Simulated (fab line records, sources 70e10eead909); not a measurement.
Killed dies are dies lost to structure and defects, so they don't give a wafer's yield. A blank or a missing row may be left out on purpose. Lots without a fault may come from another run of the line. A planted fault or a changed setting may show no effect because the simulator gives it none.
A struck lot beside a sound one | flow nand_harc | 14 steps out of a route of 1302
Sound: wafers L200.1, L200.2, L200.5. Struck: wafer L208.5. (L208.2, L208.6 of the same lot were not struck and are left out.) The cause comes at the end.
At each step with rows: each side's tool, then ch and its chambers, then its first start. Under that, the readings that differ: sound wafers | struck wafers | difference of the means | sigmas: that difference in standard deviations of wafers without a fault.
alike: readings whose means differ by less than 2 such deviations, and words and numbers that are the same on both sides. not compared: withheld readings, readings that some wafer has no value for, bounds like >300 that may hide the same value, and numbers for which the record gives no deviation and whose values overlap.
The two part at a step that has a row with sigmas, a row that says differs or no value, or rows on one side only. Numbers that don't overlap but have no deviation are shown without sigmas and don't part them. A reading that every wafer of one side lacks parts them only if that side has two wafers or more.

first, 2 steps without rows for these wafers: NHARC_A_SOURCE_PLATE_CVD_03 (deposits poly-Si, target thk 200 nm, time 4000 s); NHARC_A_SOURCE_PLATE_ANNEAL_05 (time 1800 s).
NHARC_A_SOURCE_PLATE_THK_MEAS_06: measures by ellipsometry.
  sound on film_metro-02, day 7 20:58; struck on film_metro-01, day 10 23:32
  reading     | sound             | struck | difference | sigmas
  thk_nm (nm) | 196.5 195.4 197.7 | 203.9  | +7.4       | +3
NHARC_A_SOURCE_PLATE_INSPECT_08:
  sound on defect_inspect-01, day 7 21:02; struck on defect_inspect-02, day 10 23:38
  alike: raw_defect_count
then, 1 step without rows for these wafers: NHARC_A_ONON_D1_DEP_00 (target thk 1000 nm).
NHARC_A_ONON_D1_THK_MEAS_02: measures by ellipsometry.
  sound on film_metro-01, day 7 21:37; struck on film_metro-01, day 11 00:32
  alike: thk_nm
then, 1 step without rows for these wafers: NHARC_A_ONON_D1_DEP_03 (target thk 1000 nm).
NHARC_A_ONON_D1_THK_MEAS_05: measures by ellipsometry.
  sound on film_metro-01, day 7 22:10; struck on film_metro-01, day 11 01:13
  alike: thk_nm
then, 1 step without rows for these wafers: NHARC_A_ONON_D1_DEP_06 (target thk 1000 nm).
NHARC_A_ONON_D1_THK_MEAS_08: measures by ellipsometry.
  sound on film_metro-02, day 7 22:44; struck on film_metro-02, day 11 01:47
  alike: thk_nm
NHARC_A_ONON_D1_DEP_09: target thk 1000 nm.
  sound on pecvd_onon-01 ch 0, day 7 22:48; struck on pecvd_onon-04 ch 0, day 11 01:54
NHARC_A_ONON_D1_THK_MEAS_11: measures by ellipsometry.
  sound on film_metro-02, day 7 23:19; struck on film_metro-02, day 11 02:21
  reading     | sound          | struck | difference | sigmas
  thk_nm (nm) | 1015 1015 1015 | 1068   | +53        | +5
then, 1 step without rows for these wafers: NHARC_A_ONON_D1_DEP_12 (target thk 1000 nm).
-- the record jumps here: 17 days lie between the struck wafers' starts before and after (it left off in module A_ONON_D1 and takes up again in module END, whose first step shown is number 1302 of the route) --
NHARC_END_SORT_01:
  the record has rows for the struck wafers here (prober-01 ch 0, day 27 14:57) and none for the sound ones

WHERE THEY PART
First at NHARC_A_SOURCE_PLATE_THK_MEAS_06; last, within this record, at NHARC_END_SORT_01.

WHY: what the simulator had put in
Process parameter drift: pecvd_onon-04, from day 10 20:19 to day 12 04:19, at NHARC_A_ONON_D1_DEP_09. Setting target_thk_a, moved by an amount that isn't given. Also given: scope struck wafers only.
